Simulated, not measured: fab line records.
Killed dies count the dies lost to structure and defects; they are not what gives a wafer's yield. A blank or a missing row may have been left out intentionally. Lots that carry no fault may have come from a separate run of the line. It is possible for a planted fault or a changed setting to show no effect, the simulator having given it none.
The tool behind it: which one? || flow nand_harc || Sampling: 7 lots, 21 wafers, 3 of 1302 route steps

## WHAT THE GAUGES SHOWED, per wafer
NHARC_A_ONON_D2_THK_MEAS_05: measures by ellipsometry.
{"lot": "L553", "measured": "day 12 17:59", "on": "film_metro-01", "thk_nm (nm)": "998 998 999"}
{"lot": "L555", "measured": "day 13 14:52", "on": "film_metro-01", "thk_nm (nm)": "1012 1010 1009"}
{"lot": "L557", "measured": "day 14 16:29", "on": "film_metro-02", "thk_nm (nm)": "1000 999 1000"}
{"lot": "L559", "measured": "day 16 01:02", "on": "film_metro-01", "thk_nm (nm)": "998 997 998"}
{"lot": "L564", "measured": "day 17 10:02", "on": "film_metro-01", "thk_nm (nm)": "993 994 994"}
{"lot": "L568", "measured": "day 19 07:56", "on": "film_metro-01", "thk_nm (nm)": "1010 1008 1010"}
{"lot": "L573", "measured": "day 21 17:04", "on": "film_metro-01", "thk_nm (nm)": "1655 1655 1656"}

## TOOL THAT RAN EACH LOT (tool first, then ch and the chambers of the sampled wafers, then the start)
{"lot": "L553", "NHARC_A_DECK1_JOINT_DEP_16": "pecvd-03 ch 0,1, day 12 16:31", "NHARC_A_ONON_D2_DEP_03": "pecvd_onon-04 ch 0, day 12 17:32"}
{"lot": "L555", "NHARC_A_DECK1_JOINT_DEP_16": "pecvd-01 ch 0,1,2, day 13 13:28", "NHARC_A_ONON_D2_DEP_03": "pecvd_onon-03 ch 0, day 13 14:25"}
{"lot": "L557", "NHARC_A_DECK1_JOINT_DEP_16": "pecvd-03 ch 0,1, day 14 15:02", "NHARC_A_ONON_D2_DEP_03": "pecvd_onon-03 ch 0, day 14 16:02"}
{"lot": "L559", "NHARC_A_DECK1_JOINT_DEP_16": "pecvd-04 ch 0,1, day 15 23:34", "NHARC_A_ONON_D2_DEP_03": "pecvd_onon-01 ch 0, day 16 00:30"}
{"lot": "L564", "NHARC_A_DECK1_JOINT_DEP_16": "pecvd-03 ch 0,1, day 17 08:38", "NHARC_A_ONON_D2_DEP_03": "pecvd_onon-01 ch 0, day 17 09:32"}
{"lot": "L568", "NHARC_A_DECK1_JOINT_DEP_16": "pecvd-01 ch 0,2, day 19 06:28", "NHARC_A_ONON_D2_DEP_03": "pecvd_onon-04 ch 0, day 19 07:25"}
{"lot": "L573", "NHARC_A_DECK1_JOINT_DEP_16": "pecvd-03 ch 1,2, day 21 15:39", "NHARC_A_ONON_D2_DEP_03": "pecvd_onon-04 ch 0, day 21 16:40"}
- NHARC_A_DECK1_JOINT_DEP_16: deposits SiO2, target thk 45 nm.
- NHARC_A_ONON_D2_DEP_03: target thk 1000 nm.

## THE ANSWER, worked out from the rows above alone
Rule: what is usual is taken from the lots themselves. Put in order of their means at a reading, lots are off if they are a third of the lots or fewer, leave a main group of 4 or more, and stand apart from it by a gap of 3 or more times the standard deviation of the main group's means; of several such gaps the widest counts. A main group is skipped when, at the precision printed for the reading in the tables above, its means are all equal. Also off: a lot with no number at a reading for which 4 or more lots have one. The other lots that the step has rows for count as sound.
Off, at NHARC_A_ONON_D2_THK_MEAS_05 on thk_nm: L573. Mean 1002 nm and standard deviation 6.2 in the main group.
A tool fits if, at a process step before that reading, it ran every lot that is off, and no sound lot after the first of them. The gauges at NHARC_A_ONON_D2_THK_MEAS_05 are tried like those tools. Can't be told from this: 3 tools fit, pecvd-03 at NHARC_A_DECK1_JOINT_DEP_16, pecvd_onon-04 at NHARC_A_ONON_D2_DEP_03, film_metro-01 at NHARC_A_ONON_D2_THK_MEAS_05.

## WHAT HAD BEEN PUT IN BY THE SIMULATOR
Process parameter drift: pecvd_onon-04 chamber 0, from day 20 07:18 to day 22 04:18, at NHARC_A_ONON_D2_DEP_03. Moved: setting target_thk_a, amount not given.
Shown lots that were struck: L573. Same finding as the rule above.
